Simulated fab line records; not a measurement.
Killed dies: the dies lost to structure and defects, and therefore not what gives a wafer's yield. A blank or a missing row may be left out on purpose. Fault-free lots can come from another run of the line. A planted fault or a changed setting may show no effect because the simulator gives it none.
fab line records	flow nand-harc
record: lots: 24	wafers: 72	last-day: 24
route steps=1159 shown P_GATE@204 P_CONTACT@247 P_M1@317 P_M2@332 P_BONDPAD@364
lots with no fault: from the same line, run without faults
start-h: the number of hours between the record's first day and the start of the first shown wafer of the lot	wait-h: how many hours have passed since the lot's step before this one	" unchanged from the row above	L1.1+2: one row covering several wafers at once	- no value, or no start was given	* or withheld: withheld	< > ~ a bound
route shown NAME@n: names a module that has steps shown in the file, with the first one's number in the route	usual: mean/standard deviation taken from wafers without a fault	same: alike in all rows	chamber/n: place in a boat	sites: per-site readings	_std_site: the standard deviation of these	_edge_site: the outer-site mean with the inner-site mean subtracted	radius-mm: for every site, how far away it sits from the centre of the wafer	mask NAME#n: copy n	behind: tool/chamber where the wafer was last shaped	hold: cause of the lot's hold/its duration in hours/its outcome	device: names the non-switching transistor (n, p or np)	end of line: the tests these same wafers got at the end of their route	where a step has no rows: the recipe by itself	killed: dies lost to structure and defects at the first sort, not the wafer's yield	map: a wafer's dies, x killed, . not, _ none there
set.NAME: the run value of the setting; set.NAME@STEP: its run value at that earlier step	model.NAME: the simulator's own value behind a step, which no gauge read
one table for each step of the route and one row for each wafer, over a sample of lots
services: a tool's chamber out of use, with start hour (start-h, from the record's first day; less than 0 if before it), hours out, and reason
== steps ==
step: NHARC_P_GATE_STRIP_113
recipe: power-w: 1500	temp-c: 110	time-s: 740	chemistry: N2/H2
usual: drypump-motor-current-A: 6.0/0.32	heater-power-w: 81/4.9
same: time-s: 740
lot.wafer	tool	chamber	start-h	wait-h	drypump-motor-current-A	heater-power-w	rf-hours-counter-h
L074.4	plasma-asher-02	1	95.98	0.5	6.4	80	-
L074.6	"	1	"	"	6.4	81	-
L074.5	"	0	"	"	5.9	82	-
L075.2	plasma-asher-02	0	110.73	0.2	5.9	82	35
L075.4	"	1	"	"	6.4	81	-
L075.6	"	0	"	"	5.9	80	-
L076.2	plasma-asher-01	0	116.40	0.2	6.3	75	2
L076.1	"	1	"	"	5.6	89	2
L076.6	"	0	"	"	6.3	75	-
L077.1	plasma-asher-02	0	122.80	0.2	5.9	81	38
L077.2	"	1	"	"	6.4	79	38
L077.5	"	1	"	"	6.4	81	-
L080.2	plasma-asher-02	0	128.95	0.3	5.9	83	40
L080.3	"	1	"	"	6.4	81	-
L080.6	"	1	"	"	6.4	80	-
L079.1	plasma-asher-01	0	129.29	0.2	6.2	76	5
L079.3	"	1	"	"	5.6	89	-
L079.6	"	1	"	"	5.6	86	-
L078.2	plasma-asher-01	0	133.24	0.2	6.3	74	7
L078.3	"	0	"	"	6.3	74	-
L078.4	"	1	"	"	5.6	88	-
L081.2	plasma-asher-01	1	149.58	0.2	5.6	89	12
L081.3	"	1	"	"	5.6	90	-
L081.4	"	0	"	"	6.2	77	-
L082.1	plasma-asher-02	1	156.34	0.3	6.4	80	49
L082.5	"	0	"	"	5.9	82	-
L082.6	"	1	"	"	6.4	80	-
L083.1	plasma-asher-01	1	164.74	0.2	5.6	87	17
L083.2	"	0	"	"	6.3	74	17
L083.5	"	0	"	"	6.2	74	-
L084.3	plasma-asher-02	1	168.73	0.4	6.4	81	-
L084.6	"	1	"	"	6.4	80	-
L084.5	"	0	"	"	5.9	83	-
L085.1	plasma-asher-01	0	171.31	0.3	6.2	72	20
L085.4	"	0	"	"	6.2	76	-
L085.6	"	0	"	"	6.3	75	-
L088.2	plasma-asher-01	0	187.46	0.5	6.2	75	27
L088.4	"	0	"	"	6.3	75	-
L088.5	"	1	"	"	5.6	86	-
L086.1	plasma-asher-01	0	188.39	0.3	6.3	76	28
L086.2	"	1	"	"	5.6	88	28
L086.4	"	1	"	"	5.6	87	-
L087.1	plasma-asher-01	1	189.26	0.7	5.6	85	28
L087.4	"	1	"	"	5.6	87	-
L087.5	"	0	"	"	6.3	75	-
L089.1	plasma-asher-01	0	197.12	0.3	6.3	75	31
L089.4	"	1	"	"	5.6	87	-
L089.5	"	1	"	"	5.6	88	-
L090.1	plasma-asher-02	0	198.42	0.3	5.9	80	2
L090.3	"	0	"	"	5.9	80	-
L090.5	"	1	"	"	6.4	81	-
L092.2	plasma-asher-01	0	211.69	0.2	6.2	76	37
L092.3	"	0	"	"	6.3	73	-
L092.6	"	0	"	"	6.3	74	-
L091.4	plasma-asher-01	0	212.70	0.5	6.2	75	-
L091.5	"	0	"	"	6.3	74	-
L091.6	"	1	"	"	5.6	87	-
L094.2	plasma-asher-01	1	230.11	0.3	5.6	88	41
L094.4	"	0	"	"	6.2	72	-
L094.3	"	1	"	"	5.6	88	-
L095.1	plasma-asher-02	1	230.17	0.2	6.4	80	11
L095.2	"	0	"	"	5.9	80	11
L095.3	"	1	"	"	6.4	79	-
L093.1	plasma-asher-01	0	236.73	0.2	6.2	74	43
L093.4	"	0	"	"	6.3	75	-
L093.3	"	1	"	"	5.6	86	-
L096.2	plasma-asher-02	1	237.30	0.2	6.4	80	13
L096.5	"	1	"	"	6.4	82	-
L096.6	"	0	"	"	5.9	80	-
L097.1	plasma-asher-02	0	244.70	0.3	5.9	77	16
L097.3	"	0	"	"	5.9	80	-
L097.5	"	0	"	"	5.9	81	-
step: NHARC_P_CONTACT_ALD_22
recipe: target-thk-a: 30	pulse-time-s: 1	ald-cycles: 150	temp-c: 450	material: TiN
usual: heater-power-w: 1043/87	precursor-pulse-height-rel: 0.998/0.017
same: ald-cycles: 150
lot.wafer	tool	chamber	start-h	wait-h	heater-power-w	precursor-pulse-height-rel	since-wet-clean-h
L074.4	ald-metal-03	1	101.97	-	1188	0.999	126
L074.5	"	2	"	"	1140	1.019	-
L074.6	"	3	"	"	945	1.002	-
L075.4	ald-metal-02	0	117.42	-	901	0.994	99
L075.2	"	1	"	"	1106	1.005	99
L075.6	"	0	"	"	899	0.978	-
L076.1	ald-metal-03	3	122.84	-	954	0.986	147
L076.2	"	2	"	"	1155	0.995	147
L076.6	"	0	"	"	1006	0.981	-
L077.1	ald-metal-03	0	129.00	-	1014	1.002	153
L077.2	"	2	"	"	1109	0.993	153
L077.5	"	0	"	"	987	1.014	-
L080.3	ald-metal-02	2	135.55	-	1046	0.984	118
L080.2	"	3	"	"	926	0.978	118
L080.6	"	1	"	"	1100	0.985	-
L079.3	ald-metal-03	0	135.60	-	1008	0.996	160
L079.1	"	1	"	"	1210	1.023	160
L079.6	"	1	"	"	1196	0.997	-
L078.2	ald-metal-01	3	139.35	-	1160	0.978	27
L078.4	"	0	"	"	1088	1.010	27
L078.3	"	1	"	"	1081	0.985	27
L081.4	ald-metal-02	3	156.05	-	959	1.012	138
L081.3	"	0	"	"	901	1.003	138
L081.2	"	2	"	"	1066	1.006	138
L082.1	ald-metal-02	0	162.58	-	895	1.000	145
L082.6	"	3	"	"	962	0.972	-
L082.5	"	0	"	"	908	1.019	-
L083.2	ald-metal-02	2	171.05	-	1053	1.015	153
L083.1	"	1	"	"	1107	1.027	153
L083.5	"	2	"	"	1045	0.996	-
L084.3	ald-metal-02	2	174.79	-	1010	0.987	157
L084.6	"	2	"	"	1023	0.997	-
L084.5	"	3	"	"	940	0.964	-
L085.1	ald-metal-01	0	177.72	-	1115	1.009	66
L085.4	"	1	"	"	1086	0.973	66
L085.6	"	3	"	"	1198	0.986	-
L088.2	ald-metal-03	3	193.57	-	960	0.981	40
L088.5	"	0	"	"	997	0.995	-
L088.4	"	2	"	"	1080	0.970	-
L086.4	ald-metal-01	1	194.57	-	1072	1.009	83
L086.2	"	3	"	"	1181	0.992	83
L086.1	"	0	"	"	1067	0.971	83
L087.1	ald-metal-03	2	195.72	-	1073	0.977	42
L087.4	"	0	"	"	967	0.990	42
L087.5	"	3	"	"	950	0.975	-
L089.1	ald-metal-03	0	203.18	-	996	0.980	49
L089.4	"	2	"	"	1103	1.019	49
L089.5	"	1	"	"	1160	1.019	-
L090.3	ald-metal-01	3	205.78	-	1196	0.991	94
L090.1	"	1	"	"	1098	1.001	94
L090.5	"	2	"	"	1153	1.016	-
L092.2	ald-metal-02	3	218.39	-	1044	0.981	22
L092.3	"	1	"	"	1058	1.024	22
L092.6	"	2	"	"	1034	1.035	-
L091.4	ald-metal-03	0	218.88	-	947	0.993	65
L091.5	"	1	"	"	1159	1.016	-
L091.6	"	2	"	"	1084	0.975	-
L094.3	ald-metal-02	0	236.15	-	913	1.014	40
L094.4	"	1	"	"	1017	0.981	40
L094.2	"	3	"	"	1038	0.999	40
L095.2	ald-metal-03	1	236.65	-	1170	0.984	83
L095.3	"	2	"	"	1064	1.004	83
L095.1	"	3	"	"	952	1.014	83
L093.1	ald-metal-02	2	242.84	-	999	0.990	47
L093.3	"	0	"	"	926	0.980	47
L093.4	"	1	"	"	1020	1.000	47
L096.2	ald-metal-01	0	243.45	-	1081	1.011	131
L096.5	"	0	"	"	1117	0.983	-
L096.6	"	1	"	"	1068	0.982	-
L097.3	ald-metal-02	2	251.14	-	1018	1.010	55
L097.1	"	0	"	"	910	1.001	55
L097.5	"	1	"	"	1027	0.993	-
step: NHARC_P_M1_DEP_33
recipe: target-thk-a: 300	temp-c: 370	target-thk-nm: 30	pressure-torr: 3	flow-sccm: 200	rf-w: 450	material: SiCN
usual: chamber-pressure-Torr: 3.001/0.007	heater-power-w: 546/75
lot.wafer	tool	chamber	start-h	wait-h	chamber-pressure-Torr	heater-power-w	since-wet-clean-h
L074.4	pecvd-02	1	118.01	0.2	2.993	527	-
L074.5	"	2	"	"	3.003	696	-
L074.6	"	0	"	"	3.004	444	-
L075.2	pecvd-04	0	134.40	0.1	3.013	682	107
L075.6	"	2	"	"	3.003	566	-
L075.4	"	0	"	"	2.998	663	-
L076.1	pecvd-04	1	137.90	0.1	2.997	573	111
L076.2	"	2	"	"	2.987	579	111
L076.6	"	0	"	"	3.007	607	-
L077.2	pecvd-01	2	141.95	0.1	3.009	490	73
L077.1	"	0	"	"	3.001	569	73
L077.5	"	0	"	"	3.004	573	-
L080.2	pecvd-04	1	144.74	0.1	3.000	514	118
L080.3	"	0	"	"	2.999	679	118
L080.6	"	0	"	"	3.006	683	-
L079.3	pecvd-01	2	145.41	0.1	3.008	551	76
L079.1	"	1	"	"	2.993	527	76
L079.6	"	1	"	"	3.009	531	-
L078.2	pecvd-02	1	149.25	0.1	3.005	532	164
L078.4	"	1	"	"	2.992	524	-
L078.3	"	2	"	"	3.001	675	-
L081.2	pecvd-02	0	167.64	0.1	2.992	454	2
L081.3	"	1	"	"	3.012	437	2
L081.4	"	2	"	"	2.995	633	-
L082.1	pecvd-04	2	178.97	0.1	2.996	528	152
L082.5	"	1	"	"	2.991	570	-
L082.6	"	2	"	"	2.994	514	-
L083.2	pecvd-02	2	180.27	0.1	3.001	593	14
L083.1	"	1	"	"	3.000	472	14
L083.5	"	2	"	"	3.006	594	-
L084.3	pecvd-02	0	184.98	0.1	3.001	489	19
L084.6	"	0	"	"	3.001	494	-
L084.5	"	1	"	"	2.998	401	-
L085.1	pecvd-04	1	192.61	0.1	3.013	499	166
L085.6	"	1	"	"	3.008	496	-
L085.4	"	0	"	"	2.999	620	-
L088.2	pecvd-02	0	202.73	0.1	3.002	490	37
L088.5	"	1	"	"	2.997	508	-
L088.4	"	0	"	"	3.006	478	-
L086.2	pecvd-01	2	203.61	0.1	2.998	546	135
L086.1	"	0	"	"	3.010	661	135
L086.4	"	2	"	"	2.999	542	-
L087.1	pecvd-02	0	205.19	0.1	2.988	506	39
L087.4	"	0	"	"	2.997	495	-
L087.5	"	0	"	"	3.001	515	-
L090.1	pecvd-01	2	222.06	0.1	3.011	577	153
L090.3	"	0	"	"	2.999	601	153
L090.5	"	1	"	"	2.999	515	-
L089.1	pecvd-02	2	222.09	0.1	3.000	646	56
L089.5	"	1	"	"	3.025	466	-
L089.4	"	2	"	"	3.003	652	-
L092.3	pecvd-02	1	231.74	0.1	3.001	403	66
L092.2	"	0	"	"	3.009	498	66
L092.6	"	1	"	"	2.998	400	-
L091.6	pecvd-04	1	232.46	0.2	3.000	530	-
L091.5	"	2	"	"	2.997	590	-
L091.4	"	0	"	"	2.995	628	-
L095.2	pecvd-02	1	245.83	0.1	3.013	417	80
L095.3	"	2	"	"	3.003	586	80
L095.1	"	0	"	"	3.005	432	80
L094.2	pecvd-04	1	246.17	0.1	2.985	557	38
L094.3	"	2	"	"	3.000	572	-
L094.4	"	1	"	"	3.001	561	-
L093.1	pecvd-02	1	252.21	0.1	3.002	429	86
L093.3	"	2	"	"	3.011	652	86
L093.4	"	0	"	"	2.988	502	-
L096.2	pecvd-04	0	253.08	0.1	3.000	664	45
L096.5	"	0	"	"	3.005	640	-
L096.6	"	2	"	"	3.002	566	-
L097.3	pecvd-02	1	262.32	0.1	3.006	400	96
L097.1	"	2	"	"	2.997	631	96
L097.5	"	2	"	"	3.008	625	-
step: NHARC_P_M2_ETCH_35
recipe: target-depth-a: 400	overetch-a: 120	time-s: 43.94	ion-energy-ev: 200	n2-flow-sccm: 150	h2-flow-sccm: 150	ar-flow-sccm: 0	rf-w: 400	bias-w: 150	chemistry: N2/H2
usual: drypump-motor-current-A: 5.79/0.17	oes-product-au: 1.002/0.0084	rf-vpp-V: 431/3.2	showerhead-plenum-p-Torr: 2.06/0.11	throttle-valve-pct: 14.173/0.0085
same: time-s: 43.94
lot.wafer	tool	chamber	start-h	wait-h	drypump-motor-current-A	oes-product-au	rf-hours-counter-h	rf-vpp-V	showerhead-plenum-p-Torr	throttle-valve-pct
L074.4	rie-diel-06	0	119.82	0.3	5.65	1.004	-	425	1.91	14.182
L074.5	"	0	"	"	5.67	1.008	-	427	1.91	14.171
L074.6	"	2	"	"	5.73	0.994	-	428	1.96	14.168
L075.4	rie-diel-10	2	135.86	0.1	6.03	1.011	21	433	2.12	14.180
L075.2	"	3	"	"	5.88	1.005	20	436	2.19	14.176
L075.6	"	0	"	"	5.31	1.007	-	434	2.17	14.167
L076.2	rie-diel-06	0	139.38	0.1	5.64	0.999	3	428	1.91	14.163
L076.1	"	2	"	"	5.78	0.991	2	427	1.96	14.164
L076.6	"	1	"	"	5.92	1.000	-	436	2.19	14.171
L077.2	rie-diel-06	1	143.62	0.1	5.91	1.009	2	434	2.19	14.161
L077.1	"	2	"	"	5.73	1.001	3	428	1.96	14.167
L077.5	"	0	"	"	5.69	1.010	-	427	1.91	14.173
L080.2	rie-diel-06	2	146.25	0.1	5.77	0.994	3	430	1.96	14.177
L080.3	"	0	"	"	5.66	1.006	3	428	1.91	14.176
L080.6	"	2	"	"	5.80	0.998	-	428	1.96	14.177
L079.1	rie-diel-10	0	146.94	0.1	5.31	1.000	24	435	2.17	14.160
L079.3	"	1	"	"	5.62	1.004	23	430	2.04	14.169
L079.6	"	3	"	"	5.89	0.988	-	435	2.19	14.177
L078.4	rie-diel-06	2	150.80	0.1	5.69	1.002	3	428	1.96	14.175
L078.2	"	3	"	"	5.93	0.994	3	433	2.12	14.185
L078.3	"	0	"	"	5.69	0.992	3	427	1.91	14.171
L081.3	rie-diel-10	2	169.17	0.1	6.09	1.006	26	432	2.12	14.155
L081.4	"	3	"	"	5.90	0.997	25	435	2.19	14.164
L081.2	"	0	"	"	5.32	1.004	29	435	2.17	14.172
L082.1	rie-diel-06	2	180.57	0.1	5.73	0.995	4	428	1.96	14.174
L082.6	"	3	"	"	5.97	1.001	-	433	2.12	14.182
L082.5	"	0	"	"	5.65	1.005	-	428	1.91	14.164
L083.1	rie-diel-03	2	182.15	0.1	5.76	0.989	58	432	2.09	14.173
L083.2	"	3	"	"	6.09	0.999	57	433	2.11	14.164
L083.5	"	3	"	"	6.07	1.004	-	434	2.11	14.166
L084.3	rie-diel-06	0	186.56	0.1	5.65	1.002	5	427	1.91	14.172
L084.6	"	3	"	"	5.92	1.004	-	432	2.12	14.161
L084.5	"	0	"	"	5.64	1.006	-	425	1.91	14.172
L085.1	rie-diel-06	2	194.17	0.1	5.75	1.001	5	427	1.96	14.168
L085.4	"	3	"	"	5.98	0.990	5	432	2.12	14.165
L085.6	"	2	"	"	5.71	1.002	-	428	1.96	14.175
L088.2	rie-diel-06	2	204.03	0.1	5.70	0.999	5	428	1.96	14.188
L088.4	"	3	"	"	5.97	1.008	5	431	2.12	14.179
L088.5	"	0	"	"	5.65	1.010	-	428	1.91	14.160
L086.1	rie-diel-06	3	205.29	0.1	5.98	0.993	5	433	2.12	14.175
L086.2	"	0	"	"	5.64	1.005	5	427	1.91	14.178
L086.4	"	2	"	"	5.72	1.000	5	428	1.96	14.172
L087.4	rie-diel-06	2	206.72	0.1	5.69	1.006	5	426	1.96	14.179
L087.1	"	3	"	"	5.97	1.002	5	434	2.12	14.165
L087.5	"	1	"	"	5.93	1.021	-	435	2.19	14.168
L089.4	rie-diel-06	2	223.62	0.1	5.69	0.993	6	428	1.96	14.167
L089.1	"	3	"	"	5.94	1.000	6	434	2.12	14.171
L089.5	"	1	"	"	5.92	1.010	-	434	2.19	14.180
L090.1	rie-diel-06	1	223.75	0.1	5.92	1.016	5	436	2.19	14.178
L090.3	"	3	"	"	5.97	1.000	6	432	2.12	14.180
L090.5	"	0	"	"	5.66	1.015	-	427	1.91	14.170
L092.2	rie-diel-06	2	233.25	0.1	5.70	1.001	6	430	1.96	14.179
L092.3	"	0	"	"	5.64	1.000	7	428	1.91	14.179
L092.6	"	2	"	"	5.75	1.006	-	428	1.96	14.155
L091.6	rie-diel-06	2	233.98	0.1	5.71	0.999	-	429	1.96	14.181
L091.4	"	0	"	"	5.69	1.012	-	426	1.91	14.170
L091.5	"	1	"	"	5.91	1.007	-	433	2.19	14.170
L095.3	rie-diel-10	2	247.21	0.1	6.05	0.992	14	434	2.11	14.153
L095.2	"	3	"	"	5.91	0.990	15	435	2.18	14.154
L095.1	"	1	"	"	5.63	0.992	15	430	2.04	14.176
L094.4	rie-diel-03	1	247.87	0.1	5.79	1.001	10	435	2.19	14.167
L094.2	"	2	"	"	5.73	1.016	12	432	2.08	14.164
L094.3	"	0	"	"	5.48	1.008	8	433	2.09	14.179
L093.3	rie-diel-06	1	253.73	0.1	5.93	0.998	0	436	2.19	14.184
L093.1	"	2	"	"	5.72	0.983	0	429	1.96	14.162
L093.4	"	3	"	"	5.94	1.005	0	433	2.12	14.174
L096.2	rie-diel-06	1	254.55	0.1	5.94	1.002	0	436	2.19	14.182
L096.5	"	0	"	"	5.64	1.008	-	428	1.91	14.162
L096.6	"	1	"	"	5.94	0.996	-	435	2.19	14.175
L097.3	rie-diel-06	2	263.87	0.1	5.67	0.987	1	429	1.96	14.168
L097.1	"	1	"	"	5.93	0.999	1	435	2.19	14.172
L097.5	"	2	"	"	5.72	1.000	-	428	1.96	14.170
step: NHARC_P_BONDPAD_CD_MEAS_09
recipe: target-cd-nm: 500	landing-energy-ev: 500
usual: cd-nm: 500.0/1.5
lot.wafer	tool	chamber	start-h	wait-h	cd-nm
L074.4	cd-sem-02	0	124.37	-	498.9
L074.5	"	0	"	"	500.7
L074.6	"	0	"	"	500.1
L075.2	cd-sem-03	0	140.07	-	501.0
L075.4	"	0	"	"	499.8
L075.6	"	0	"	"	500.9
L076.1	cd-sem-02	0	143.68	-	500.8
L076.2	"	0	"	"	501.5
L076.6	"	0	"	"	501.3
L077.1	cd-sem-03	0	148.07	-	502.1
L077.2	"	0	"	"	502.0
L077.5	"	0	"	"	503.1
L080.2	cd-sem-02	0	150.40	-	499.3
L080.3	"	0	"	"	497.7
L080.6	"	0	"	"	499.1
L079.1	cd-sem-03	0	151.36	-	498.9
L079.3	"	0	"	"	500.8
L079.6	"	0	"	"	500.6
L078.2	cd-sem-02	0	155.18	-	501.2
L078.3	"	0	"	"	500.9
L078.4	"	0	"	"	500.9
L081.2	cd-sem-03	0	173.45	-	501.0
L081.3	"	0	"	"	500.0
L081.4	"	0	"	"	498.8
L082.1	cd-sem-03	0	184.74	-	501.5
L082.5	"	0	"	"	501.0
L082.6	"	0	"	"	501.1
L083.1	cd-sem-02	0	187.22	-	497.7
L083.2	"	0	"	"	498.3
L083.5	"	0	"	"	499.8
L084.3	cd-sem-02	0	190.81	-	500.4
L084.5	"	0	"	"	498.7
L084.6	"	0	"	"	500.4
L085.1	cd-sem-03	0	198.43	-	500.2
L085.4	"	0	"	"	500.2
L085.6	"	0	"	"	500.5
L088.2	cd-sem-01	0	208.31	-	498.1
L088.4	"	0	"	"	499.7
L088.5	"	0	"	"	499.5
L086.1	cd-sem-03	0	209.41	-	502.6
L086.2	"	0	"	"	504.1
L086.4	"	0	"	"	502.1
L087.1	cd-sem-03	0	211.01	-	500.1
L087.4	"	0	"	"	501.9
L087.5	"	0	"	"	501.7
L089.1	cd-sem-01	0	227.79	-	501.2
L089.4	"	0	"	"	498.9
L089.5	"	0	"	"	499.9
L090.1	cd-sem-03	0	228.15	-	499.5
L090.3	"	0	"	"	501.4
L090.5	"	0	"	"	500.5
L092.2	cd-sem-01	0	237.65	-	496.9
L092.3	"	0	"	"	496.6
L092.6	"	0	"	"	496.2
L091.4	cd-sem-03	0	238.48	-	498.6
L091.5	"	0	"	"	499.6
L091.6	"	0	"	"	498.8
L095.1	cd-sem-02	0	251.72	-	500.9
L095.2	"	0	"	"	501.8
L095.3	"	0	"	"	501.3
L094.2	cd-sem-01	0	252.68	-	499.7
L094.3	"	0	"	"	499.4
L094.4	"	0	"	"	499.5
L093.1	cd-sem-02	0	258.73	-	499.6
L093.3	"	0	"	"	499.1
L093.4	"	0	"	"	499.6
L096.2	cd-sem-03	0	259.62	-	497.8
L096.5	"	0	"	"	499.2
L096.6	"	0	"	"	498.9
L097.1	cd-sem-03	0	267.99	-	497.4
L097.3	"	0	"	"	496.8
L097.5	"	0	"	"	497.8
step: NHARC_P_BONDPAD_THK_MEAS_20
recipe: thk-meas-gauge: xrf
usual: thk-nm: 160.7/1.4
lot.wafer	tool	chamber	start-h	wait-h	thk-nm
L074.4	film-metro-02	-	126.94	-	162.2
L074.5	"	-	"	"	160.3
L074.6	"	-	"	"	161.9
L075.2	film-metro-01	-	143.13	-	159.9
L075.4	"	-	"	"	159.6
L075.6	"	-	"	"	161.2
L076.1	film-metro-02	-	146.40	-	161.2
L076.2	"	-	"	"	159.9
L076.6	"	-	"	"	159.7
L077.1	film-metro-01	-	150.63	-	163.4
L077.2	"	-	"	"	161.1
L077.5	"	-	"	"	162.6
L080.2	film-metro-02	-	153.19	-	162.0
L080.3	"	-	"	"	159.5
L080.6	"	-	"	"	162.3
L079.1	film-metro-01	-	154.16	-	160.0
L079.3	"	-	"	"	160.4
L079.6	"	-	"	"	161.0
L078.2	film-metro-01	-	157.94	-	161.1
L078.3	"	-	"	"	164.6
L078.4	"	-	"	"	163.1
L081.2	film-metro-01	-	176.03	-	160.2
L081.3	"	-	"	"	160.7
L081.4	"	-	"	"	163.0
L082.1	film-metro-01	-	187.43	-	160.9
L082.5	"	-	"	"	160.3
L082.6	"	-	"	"	159.7
L083.1	film-metro-02	-	189.88	-	162.8
L083.2	"	-	"	"	161.1
L083.5	"	-	"	"	159.3
L084.3	film-metro-02	-	193.38	-	161.5
L084.5	"	-	"	"	160.5
L084.6	"	-	"	"	159.5
L085.1	film-metro-01	-	201.04	-	160.8
L085.4	"	-	"	"	158.4
L085.6	"	-	"	"	159.4
L088.2	film-metro-01	-	210.85	-	161.3
L088.4	"	-	"	"	159.5
L088.5	"	-	"	"	159.8
L086.1	film-metro-02	-	212.39	-	161.2
L086.2	"	-	"	"	160.1
L086.4	"	-	"	"	159.6
L087.1	film-metro-02	-	213.61	-	159.7
L087.4	"	-	"	"	160.6
L087.5	"	-	"	"	163.3
L089.1	film-metro-01	-	230.55	-	161.0
L089.4	"	-	"	"	162.4
L089.5	"	-	"	"	159.1
L090.1	film-metro-01	-	230.93	-	159.4
L090.3	"	-	"	"	161.8
L090.5	"	-	"	"	162.2
L092.2	film-metro-02	-	240.20	-	161.3
L092.3	"	-	"	"	162.8
L092.6	"	-	"	"	161.6
L091.4	film-metro-01	-	241.09	-	162.4
L091.5	"	-	"	"	164.4
L091.6	"	-	"	"	161.4
L095.1	film-metro-01	-	254.37	-	161.6
L095.2	"	-	"	"	159.2
L095.3	"	-	"	"	161.2
L094.2	film-metro-01	-	255.35	-	159.3
L094.3	"	-	"	"	160.0
L094.4	"	-	"	"	159.7
L093.1	film-metro-01	-	261.37	-	159.7
L093.3	"	-	"	"	157.6
L093.4	"	-	"	"	161.2
L096.2	film-metro-02	-	262.64	-	158.4
L096.5	"	-	"	"	160.4
L096.6	"	-	"	"	158.7
L097.1	film-metro-02	-	270.68	-	161.1
L097.3	"	-	"	"	158.8
L097.5	"	-	"	"	161.2
== services ==
tool	chamber	start-h	hours	kind
plasma-asher-02	-	76.44	1.5	repair
pecvd-04	-	83.57	1.8	repair
plasma-asher-01	-	94.24	3.7	repair
plasma-asher-01	-	99.58	9.0	pm
ald-metal-01	-	102.00	10.0	pm
pecvd-02	2	105.61	9.4	repair
rie-diel-06	3	111.42	8.4	repair
rie-diel-06	2	113.18	4.5	repair
rie-diel-06	1	115.19	13.4	repair
rie-diel-06	2	127.75	8.4	repair
pecvd-02	0	135.89	16.4	repair
ald-metal-03	-	144.00	10.0	pm
pecvd-02	-	153.00	13.0	pm
ald-metal-02	-	164.03	0.5	repair
ald-metal-03	1	171.24	24.2	repair
pecvd-04	0	173.74	7.8	repair
ald-metal-01	3	181.61	4.8	repair
plasma-asher-02	-	183.22	9.0	pm
rie-diel-06	1	183.30	7.1	repair
ald-metal-02	-	186.00	10.0	pm
pecvd-04	-	195.22	13.0	pm
pecvd-02	2	203.38	2.1	repair
rie-diel-06	3	227.15	13.6	repair
rie-diel-06	-	241.20	9.0	pm
== key ==
fault none
